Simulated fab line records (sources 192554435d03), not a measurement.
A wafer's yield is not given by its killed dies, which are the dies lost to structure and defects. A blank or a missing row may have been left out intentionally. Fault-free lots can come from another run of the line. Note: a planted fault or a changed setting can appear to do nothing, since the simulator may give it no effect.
Which tool did it?	flow n5Finfet	12 lots, 36 wafers sampled, at 3 steps of a route of 1938

WHAT THE GAUGES SHOWED, per wafer
N5_HKMG_FIN_INSPECT_28: inspects for defects (darkfield).
lot	measured	on	rawDefectCount
L075	day 4 11:49	defectInspect-01	78 82 57
L077	day 5 01:58	defectInspect-01	45 37 48
L079	day 5 15:04	defectInspect-02	45 62 34
L081	day 6 06:59	defectInspect-01	65 106 71
L083	day 6 15:27	defectInspect-01	33 50 46
L085	day 7 05:28	defectInspect-02	33 32 58
L087	day 7 16:01	defectInspect-02	44 67 62
L089	day 8 08:15	defectInspect-01	33 28 52
L091	day 8 16:58	defectInspect-02	25 36 28
L093	day 9 04:59	defectInspect-02	25 51 26
L095	day 9 17:08	defectInspect-01	26 26 49
L097	day 10 04:07	defectInspect-01	29 27 28

EACH LOT AND THE TOOL THAT RAN IT (in order: tool; ch and the chambers of the sampled wafers; start)
lot	N5_HKMG_FIN_ETCH_67	N5_HKMG_FIN_CMP_23
L075	rieDiel-03 ch 0,1,2, day 4 09:50	cmp-03 ch 2,3, day 4 11:11
L077	rieDiel-01 ch 0,1, day 4 23:59	cmp-04 ch 0,1,3, day 5 01:25
L079	rieDiel-01 ch 0,2,3, day 5 13:05	cmp-02 ch 1,2, day 5 14:21
L081	rieDiel-06 ch 0,1,2, day 6 05:00	cmp-04 ch 0,2, day 6 06:17
L083	rieDiel-01 ch 0,1,2, day 6 13:21	cmp-03 ch 0,3, day 6 14:44
L085	rieDiel-03 ch 1,2, day 7 03:28	cmp-02 ch 0,1,3, day 7 04:50
L087	rieDiel-03 ch 0,3, day 7 14:02	cmp-04 ch 0,1, day 7 15:19
L089	rieDiel-01 ch 0,2,3, day 8 06:14	cmp-04 ch 2,3, day 8 07:32
L091	rieDiel-03 ch 0,1,3, day 8 14:58	cmp-04 ch 0,1, day 8 16:20
L093	rieDiel-01 ch 0,3, day 9 02:59	cmp-04 ch 0,1,3, day 9 04:26
L095	rieDiel-06 ch 1,2, day 9 15:08	cmp-02 ch 0,1, day 9 16:30
L097	rieDiel-03 ch 1,3, day 10 02:07	cmp-03 ch 1,2, day 10 03:29
- N5_HKMG_FIN_ETCH_67: etches SOC in N2/H2, stops on TiN, target depth 388.9 nm.
- N5_HKMG_FIN_CMP_23: polishes, stops on SiNx, t overpolish 10 s, target thk 46.326 nm.

THE ANSWER, worked out from the rows above alone
Rule: what is usual is taken from the lots themselves. The widest of any qualifying gaps counts: lots, ordered by their means at a reading, are off when they make up no more than a third of the lots, leave a main group of 4 or more, and stand apart from it by 3 or more times the standard deviation of that group's means. Not used: any main group whose means are identical at the precision the tables above print for the reading. A lot without any number at a reading at which 4 lots or more have one is off too. The other lots that the step has rows for count as sound.
No lot is off on any of the readings shown, so nothing can be concluded from this.

WHAT THE SIMULATOR PUT IN
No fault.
